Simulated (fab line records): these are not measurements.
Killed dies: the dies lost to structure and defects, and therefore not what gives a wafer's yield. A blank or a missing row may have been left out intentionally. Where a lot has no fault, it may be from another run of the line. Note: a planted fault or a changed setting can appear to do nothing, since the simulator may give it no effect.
fab line records	flow n5Finfet	part 1 of 2: steps 1 to 3 of 6
[record] lots = 19	wafers = 57	lastDay = 22
route steps=1938 shown BEOL_M4@1039
lots with no fault: from the same line, run without faults
startH: the number of hours between the record's first day and the start of the first shown wafer of the lot	waitH: time in hours since the lot's previous step	" identical to the entry in the row above	L1.1+2: several wafers, shown together as one row	- no value, or no start given	* or withheld: withheld	< > ~ a bound
route shown NAME@n: NAME is a module with steps in the file, n the number in the route of the first one	usual: mean/standard deviation taken from wafers without a fault	same: alike in all rows	chamber/n: place in a boat	sites: readings site by site	_std_site: the standard deviation of these	_edge_site: outer sites' mean less inner sites'	radiusMm: how far each site lies from the wafer's centre	mask NAME#n: copy n	behind: the tool/chamber that last shaped the wafer	hold: the reason the lot was held/the length of the hold in hours/how it ended	device: whichever transistor did not switch (one of n, p or np)	end of line: at the end of the route, the tests of the same wafers	for a step that has no rows: nothing shown but its recipe	killed: the dies lost at the first sort to structure and to defects; this is not the yield of the wafer	map: per-die view of a wafer (x killed, . not killed, _ where there is no die)
set.NAME: the run value of the setting; set.NAME@STEP: its run value at that earlier step	model.NAME: the simulator's own value behind a step, which no gauge read
route steps across a sampled set of lots; one table per step, one row per wafer
services: from which hour (startH, from the record's first day; less than 0 if before it) a tool's chamber was out of use, for how many hours, and why
[[steps]]
[step N5_BEOL_M4_ETCH_63]
[recipe] chemistry = CF4	target = SiARC	targetDepthA = 156	maskMaterial = CAR-EUV	timeS = 26	ionEnergyEv = 80	pressureMtorr = 40	sourceW = 545	biasW = 36	Ar_flow_sccm = 100	cf4FlowSccm = 100	ends = cleared
[usual] drypumpMotorCurrentA = 5.7/0.38	etchRfOnTimeS = 26.1/0.42	oesProductAu = 0.67/0.079	rfVppV = 184.3/1.2	showerheadPlenumPTorr = 2.15/0.078	throttleValvePct = 15.66/0.16
lot.wafer	tool	chamber	startH	waitH	drypumpMotorCurrentA	etchRfOnTimeS	oesProductAu	rfHoursCounterH	rfVppV	showerheadPlenumPTorr	throttleValvePct
L074.1	rieDiel-02	1	182.00	0.0	5.8	26.1	0.63	168	183.8	2.22	15.62
L074.3	"	0	"	"	5.6	26.1	0.61	194	182.0	2.05	15.61
L074.5	"	0	"	"	5.6	26.4	0.61	-	183.2	2.05	15.62
L075.2	rieDiel-02	1	191.40	0.0	5.8	26.2	0.63	172	185.9	2.22	15.62
L075.4	"	0	"	"	5.6	26.2	0.61	198	182.3	2.05	15.62
L075.5	"	2	"	"	5.7	26.0	0.68	-	185.2	2.24	15.65
L077.1	rieDiel-05	2	193.32	0.0	5.8	25.8	0.59	228	183.6	2.20	16.01
L077.4	"	0	"	"	6.3	26.1	0.77	21	185.7	2.18	15.45
L077.6	"	3	"	"	6.6	26.1	0.60	-	184.4	2.21	15.76
L076.4	rieDiel-02	0	196.33	0.0	5.6	26.2	0.61	199	183.3	2.05	15.61
L076.5	"	3	"	"	5.6	26.7	0.65	-	182.7	2.06	15.77
L076.6	"	2	"	"	5.7	25.9	0.68	-	185.6	2.24	15.66
L078.4	rieDiel-04	0	198.58	0.0	6.1	25.3	0.81	9	186.4	2.28	15.42
L078.5	"	2	"	"	5.2	25.9	0.59	-	183.6	2.12	15.79
L078.6	"	3	"	"	5.1	26.0	0.59	-	185.1	2.19	15.84
L079.1	rieDiel-02	3	201.05	0.0	5.6	26.7	0.65	153	183.4	2.05	15.77
L079.3	"	0	"	"	5.6	26.1	0.61	200	182.3	2.05	15.63
L079.4	"	1	"	"	5.8	26.0	0.63	175	185.7	2.22	15.62
L080.3	rieDiel-05	0	210.21	0.0	6.3	25.6	0.77	28	183.5	2.18	15.46
L080.4	"	2	"	"	5.7	25.7	0.60	234	184.9	2.19	16.01
L080.5	"	2	"	"	5.8	25.5	0.59	-	185.8	2.19	16.02
L081.1	rieDiel-02	1	218.12	0.0	5.7	26.0	0.62	179	186.3	2.22	15.64
L081.2	"	2	"	"	5.7	25.9	0.67	109	185.1	2.24	15.68
L081.4	"	0	"	"	5.6	26.4	0.60	205	183.3	2.04	15.63
L085.1	rieDiel-04	3	296.21	0.0	5.1	25.5	0.81	20	185.1	2.18	15.41
L085.2	"	0	"	"	6.1	25.3	0.76	41	186.0	2.27	15.48
L085.6	"	1	"	"	5.6	26.2	0.71	-	183.3	2.07	15.75
L086.3	rieDiel-04	0	311.18	0.0	6.1	25.8	0.74	47	185.0	2.26	15.49
L086.5	"	2	"	"	5.2	25.6	0.85	-	182.4	2.11	15.33
L086.6	"	3	"	"	5.1	25.8	0.78	-	185.9	2.18	15.42
L087.2	rieDiel-02	0	319.37	0.0	5.6	25.8	0.58	236	184.4	2.03	15.71
L087.4	"	1	"	"	5.7	25.5	0.62	211	185.3	2.20	15.73
L087.6	"	1	"	"	5.8	25.7	0.61	-	184.4	2.20	15.70
L088.2	rieDiel-04	0	324.76	0.0	6.1	25.5	0.75	50	184.1	2.26	15.48
L088.5	"	3	"	"	5.1	25.7	0.78	-	185.7	2.18	15.42
L088.6	"	0	"	"	6.1	25.6	0.75	-	185.3	2.26	15.48
L091.1	rieDiel-04	1	331.90	0.0	5.5	26.5	0.71	92	182.8	2.07	15.77
L091.2	"	2	"	"	5.2	25.8	0.82	6	183.1	2.11	15.35
L091.3	"	0	"	"	6.1	25.7	0.75	52	185.6	2.26	15.49
L090.3	rieDiel-05	0	334.93	0.0	6.3	26.1	0.72	62	183.2	2.16	15.55
L090.5	"	2	"	"	5.7	25.8	0.79	-	184.8	2.18	15.56
L090.6	"	0	"	"	6.3	26.3	0.71	-	186.5	2.16	15.53
L092.1	rieDiel-05	2	335.16	0.0	5.7	25.8	0.79	13	184.5	2.18	15.56
L092.2	"	3	"	"	6.6	26.3	0.58	237	184.8	2.19	15.85
L092.5	"	3	"	"	6.7	26.3	0.58	-	184.6	2.20	15.85
L089.1	rieDiel-05	2	336.04	0.0	5.7	25.6	0.80	13	184.1	2.18	15.56
L089.2	"	0	"	"	6.2	26.2	0.71	63	186.0	2.16	15.55
L089.3	"	3	"	"	6.6	26.1	0.58	237	184.7	2.19	15.84
L093.1	rieDiel-02	2	339.07	0.0	5.6	26.3	0.64	149	186.1	2.22	15.75
L093.4	"	0	"	"	5.6	26.4	0.58	-	182.4	2.03	15.73
L093.5	"	2	"	"	5.6	26.3	0.64	-	184.6	2.22	15.72
L096.3	rieDiel-02	2	347.84	0.0	5.6	26.3	0.64	152	184.3	2.22	15.76
L096.4	"	1	"	"	5.7	26.2	0.60	220	184.1	2.20	15.71
L096.6	"	3	"	"	5.6	27.1	0.61	-	183.1	2.04	15.86
L097.3	rieDiel-02	3	350.72	0.0	5.6	26.8	0.61	200	182.2	2.04	15.86
L097.4	"	1	"	"	5.7	26.1	0.60	221	184.7	2.20	15.73
L097.5	"	0	"	"	5.6	26.3	0.58	-	182.6	2.03	15.70
[step N5_BEOL_M4_STRIP_66]
[recipe] chemistry = CF4	resist = SiARC	powerW = 300	biasPowerW = 75	pressureMtorr = 50	cf4FlowSccm = 150	rfFrequencyHz = 6e+07
[usual] drypumpMotorCurrentA = 5.7/0.38	oesProductAu = 0.78/0.087	rfVppV = 271.4/1.7	showerheadPlenumPTorr = 1.80/0.066	throttleValvePct = 13.63/0.18
lot.wafer	tool	chamber	startH	waitH	drypumpMotorCurrentA	oesProductAu	rfHoursCounterH	rfVppV	showerheadPlenumPTorr	throttleValvePct
L074.1	rieDiel-02	1	182.16	0.0	5.8	0.73	169	270.8	1.86	13.62
L074.3	"	0	"	"	5.6	0.71	194	269.5	1.72	13.60
L074.5	"	0	"	"	5.6	0.71	-	270.1	1.72	13.59
L075.2	rieDiel-02	1	191.56	0.0	5.8	0.73	172	272.2	1.86	13.62
L075.4	"	0	"	"	5.5	0.71	198	268.2	1.72	13.61
L075.5	"	2	"	"	5.6	0.79	-	273.2	1.88	13.62
L077.1	rieDiel-05	2	193.48	0.0	5.8	0.70	228	272.0	1.83	13.97
L077.4	"	0	"	"	6.3	0.90	21	270.8	1.83	13.42
L077.6	"	3	"	"	6.6	0.70	-	273.1	1.85	13.75
L076.4	rieDiel-02	0	196.49	0.0	5.6	0.69	199	268.8	1.72	13.61
L076.5	"	3	"	"	5.6	0.77	-	269.6	1.72	13.74
L076.6	"	2	"	"	5.7	0.78	-	273.2	1.88	13.63
L078.4	rieDiel-04	0	198.74	0.0	6.1	0.94	9	273.1	1.91	13.36
L078.5	"	2	"	"	5.1	0.69	-	271.7	1.78	13.76
L078.6	"	3	"	"	5.1	0.68	-	272.0	1.84	13.85
L079.1	rieDiel-02	3	201.21	0.0	5.6	0.76	153	270.2	1.72	13.74
L079.3	"	0	"	"	5.6	0.70	200	269.3	1.71	13.63
L079.4	"	1	"	"	5.8	0.73	175	271.6	1.86	13.63
L080.3	rieDiel-05	0	210.37	0.0	6.3	0.88	28	272.3	1.82	13.42
L080.4	"	2	"	"	5.8	0.69	234	273.8	1.83	13.99
L080.5	"	2	"	"	5.8	0.69	-	270.9	1.83	13.98
L081.1	rieDiel-02	1	218.28	0.0	5.8	0.72	179	272.1	1.86	13.65
L081.2	"	2	"	"	5.6	0.78	109	273.2	1.87	13.64
L081.4	"	0	"	"	5.6	0.70	205	267.9	1.71	13.64
L085.1	rieDiel-04	3	296.37	0.0	5.1	0.92	20	270.7	1.83	13.34
L085.2	"	0	"	"	6.1	0.87	42	272.7	1.90	13.44
L085.6	"	1	"	"	5.5	0.83	-	269.5	1.74	13.69
L086.3	rieDiel-04	0	311.34	0.0	6.1	0.86	47	272.2	1.90	13.45
L086.5	"	2	"	"	5.2	0.96	-	270.0	1.77	13.27
L086.6	"	3	"	"	5.1	0.91	-	272.0	1.83	13.36
L087.2	rieDiel-02	0	319.53	0.0	5.6	0.68	236	270.2	1.70	13.70
L087.4	"	1	"	"	5.8	0.70	211	273.0	1.85	13.73
L087.6	"	1	"	"	5.8	0.70	-	272.8	1.85	13.72
L088.2	rieDiel-04	0	324.92	0.0	6.1	0.86	50	275.6	1.90	13.46
L088.5	"	3	"	"	5.1	0.90	-	270.4	1.83	13.37
L088.6	"	0	"	"	6.1	0.85	-	272.9	1.90	13.46
L091.1	rieDiel-04	1	332.06	0.0	5.6	0.82	92	269.2	1.74	13.71
L091.2	"	2	"	"	5.1	0.93	6	269.8	1.77	13.29
L091.3	"	0	"	"	6.1	0.86	52	272.3	1.90	13.48
L090.3	rieDiel-05	0	335.09	0.0	6.3	0.84	62	272.1	1.81	13.50
L090.5	"	2	"	"	5.8	0.91	-	273.2	1.82	13.48
L090.6	"	0	"	"	6.3	0.83	-	271.9	1.81	13.50
L092.1	rieDiel-05	2	335.33	0.0	5.7	0.91	13	270.6	1.82	13.47
L092.2	"	3	"	"	6.6	0.68	237	271.6	1.84	13.84
L092.5	"	3	"	"	6.6	0.68	-	272.4	1.84	13.85
L089.1	rieDiel-05	2	336.20	0.0	5.8	0.91	13	271.7	1.82	13.47
L089.2	"	0	"	"	6.3	0.84	63	270.1	1.81	13.51
L089.3	"	3	"	"	6.6	0.67	237	271.4	1.84	13.84
L093.1	rieDiel-02	2	339.23	0.0	5.7	0.74	149	272.4	1.86	13.76
L093.4	"	0	"	"	5.6	0.67	-	269.1	1.70	13.71
L093.5	"	2	"	"	5.7	0.76	-	272.5	1.86	13.71
L096.3	rieDiel-02	2	348.00	0.0	5.6	0.74	153	274.1	1.86	13.73
L096.4	"	1	"	"	5.7	0.69	220	271.5	1.84	13.74
L096.6	"	3	"	"	5.6	0.72	-	270.7	1.71	13.88
L097.3	rieDiel-02	3	350.88	0.0	5.6	0.72	200	268.1	1.71	13.84
L097.4	"	1	"	"	5.7	0.70	221	272.3	1.84	13.74
L097.5	"	0	"	"	5.6	0.68	-	267.3	1.70	13.73
[step N5_BEOL_M4_ETCH_77]
[recipe] chemistry = N2/H2	target = underlayer	targetDepthA = 65	maskMaterial = CAR-EUV	timeS = 5.2	ionEnergyEv = 200	pressureMtorr = 30	sourceW = 840	biasW = 150	n2FlowSccm = 200	h2FlowSccm = 200	ends = cleared
[usual] drypumpMotorCurrentA = 5.7/0.4	etchRfOnTimeS = 5.19/0.082	h2FlowSccm = 200.0/0.52	oesProductAu = 0.70/0.081	rfVppV = 524.4/2.9	showerheadPlenumPTorr = 2.57/0.098	throttleValvePct = 17.88/0.17
lot.wafer	tool	chamber	startH	waitH	drypumpMotorCurrentA	etchRfOnTimeS	h2FlowSccm	oesProductAu	rfHoursCounterH	rfVppV	showerheadPlenumPTorr	throttleValvePct
L074.1	rieDiel-02	1	182.90	0.0	5.8	5.18	199.5	0.63	169	526.6	2.64	17.87
L074.3	"	0	"	"	5.6	5.11	200.3	0.61	194	521.2	2.42	17.79
L074.5	"	3	"	"	5.6	5.30	200.3	0.65	-	519.1	2.44	18.02
L075.2	rieDiel-02	1	192.55	0.0	5.8	5.18	199.6	0.63	173	525.8	2.64	17.85
L075.4	"	0	"	"	5.6	5.23	199.9	0.61	198	521.6	2.42	17.79
L075.5	"	2	"	"	5.7	5.13	200.1	0.68	-	526.4	2.68	18.04
L077.1	rieDiel-04	0	194.30	0.0	6.1	4.97	200.1	0.83	8	528.8	2.72	17.71
L077.4	"	2	"	"	5.2	5.11	200.8	0.59	218	523.5	2.50	17.87
L077.6	"	2	"	"	5.1	5.26	200.3	0.59	-	522.9	2.50	17.88
L076.4	rieDiel-02	2	197.31	0.0	5.7	5.12	200.5	0.69	104	530.3	2.68	18.02
L076.5	"	0	"	"	5.6	5.19	201.1	0.62	-	520.8	2.42	17.78
L076.6	"	3	"	"	5.6	5.27	200.4	0.65	-	519.8	2.44	18.02
L078.4	rieDiel-02	2	199.46	0.0	5.7	5.17	199.6	0.68	104	523.7	2.68	18.05
L078.5	"	0	"	"	5.6	5.20	201.2	0.61	-	519.3	2.42	17.81
L078.6	"	3	"	"	5.6	5.33	200.0	0.65	-	521.1	2.44	18.03
L079.1	rieDiel-04	2	202.04	0.0	5.1	5.22	199.6	0.59	221	523.0	2.50	17.88
L079.3	"	3	"	"	5.1	5.24	199.3	0.58	246	524.9	2.60	18.18
L079.4	"	0	"	"	6.1	5.04	199.3	0.81	11	528.8	2.72	17.73
L080.3	rieDiel-05	0	211.19	0.0	6.3	5.21	199.8	0.75	28	524.2	2.60	17.91
L080.4	"	3	"	"	6.7	5.26	200.8	0.60	202	524.4	2.62	17.97
L080.5	"	0	"	"	6.4	5.16	200.1	0.77	-	525.7	2.60	17.93
L081.1	rieDiel-04	1	219.03	0.0	5.6	5.24	201.0	0.74	57	520.7	2.48	18.00
L081.2	"	0	"	"	6.1	5.08	199.8	0.80	18	528.2	2.72	17.73
L081.4	"	0	"	"	6.1	5.16	199.6	0.80	-	527.6	2.72	17.74
L085.1	rieDiel-05	2	297.19	0.0	5.7	5.13	200.1	0.83	2	524.3	2.60	17.75
L085.2	"	3	"	"	6.6	5.22	199.8	0.58	226	524.2	2.61	18.00
L085.6	"	3	"	"	6.6	5.23	199.3	0.58	-	524.8	2.61	18.02
L086.3	rieDiel-04	3	312.16	0.0	5.1	5.09	200.1	0.80	26	527.6	2.59	17.81
L086.5	"	0	"	"	6.1	5.07	200.9	0.75	-	528.1	2.70	17.78
L086.6	"	3	"	"	5.1	5.13	200.3	0.79	-	524.0	2.59	17.79
L087.2	rieDiel-05	0	320.35	0.0	6.3	5.28	200.7	0.72	58	524.9	2.59	17.95
L087.4	"	3	"	"	6.6	5.34	199.5	0.57	233	526.1	2.61	18.00
L087.6	"	1	"	"	5.4	5.29	200.6	0.73	-	530.5	2.71	17.81
L088.2	rieDiel-04	1	325.68	0.0	5.6	5.23	199.9	0.71	90	520.2	2.46	18.02
L088.5	"	2	"	"	5.1	5.12	199.5	0.83	-	522.3	2.49	17.47
L088.6	"	1	"	"	5.5	5.20	200.0	0.70	-	523.0	2.46	18.06
L091.1	rieDiel-04	3	332.94	0.0	5.1	5.12	200.2	0.78	32	525.8	2.59	17.79
L091.2	"	1	"	"	5.5	5.22	200.2	0.70	92	521.6	2.46	18.07
L091.3	"	2	"	"	5.1	5.07	200.5	0.81	6	523.2	2.49	17.48
L090.3	rieDiel-05	0	335.89	0.0	6.3	5.16	200.5	0.71	63	526.0	2.59	17.98
L090.5	"	3	"	"	6.6	5.20	199.9	0.58	-	528.6	2.61	18.03
L090.6	"	2	"	"	5.8	5.07	199.5	0.80	-	527.0	2.60	17.80
L092.1	rieDiel-04	0	336.15	0.0	6.1	5.11	199.9	0.74	54	527.1	2.70	17.83
L092.2	"	1	"	"	5.5	5.28	200.4	0.70	94	521.4	2.46	18.06
L092.5	"	3	"	"	5.1	5.14	199.8	0.78	-	526.9	2.59	17.82
L089.1	rieDiel-02	1	337.02	0.0	5.8	5.21	199.7	0.60	216	526.8	2.62	17.93
L089.2	"	2	"	"	5.6	5.21	200.4	0.64	148	524.8	2.66	18.14
L089.3	"	0	"	"	5.6	5.27	200.8	0.57	241	518.9	2.40	17.86
L093.1	rieDiel-02	0	339.93	0.0	5.6	5.24	199.9	0.58	242	518.8	2.40	17.87
L093.4	"	0	"	"	5.6	5.26	199.8	0.58	-	521.4	2.40	17.85
L093.5	"	2	"	"	5.7	5.20	200.0	0.65	-	527.4	2.66	18.13
L096.3	rieDiel-04	1	348.82	0.0	5.6	5.38	199.2	0.70	97	520.9	2.46	18.09
L096.4	"	2	"	"	5.2	5.16	199.4	0.80	10	524.1	2.49	17.48
L096.6	"	2	"	"	5.2	5.06	199.3	0.80	-	523.7	2.49	17.48
L097.3	rieDiel-05	3	351.70	0.0	6.5	5.29	200.7	0.58	241	525.7	2.60	18.06
L097.4	"	2	"	"	5.8	5.10	200.2	0.79	17	524.9	2.60	17.78
L097.5	"	0	"	"	6.3	5.28	199.0	0.72	-	525.6	2.59	17.95
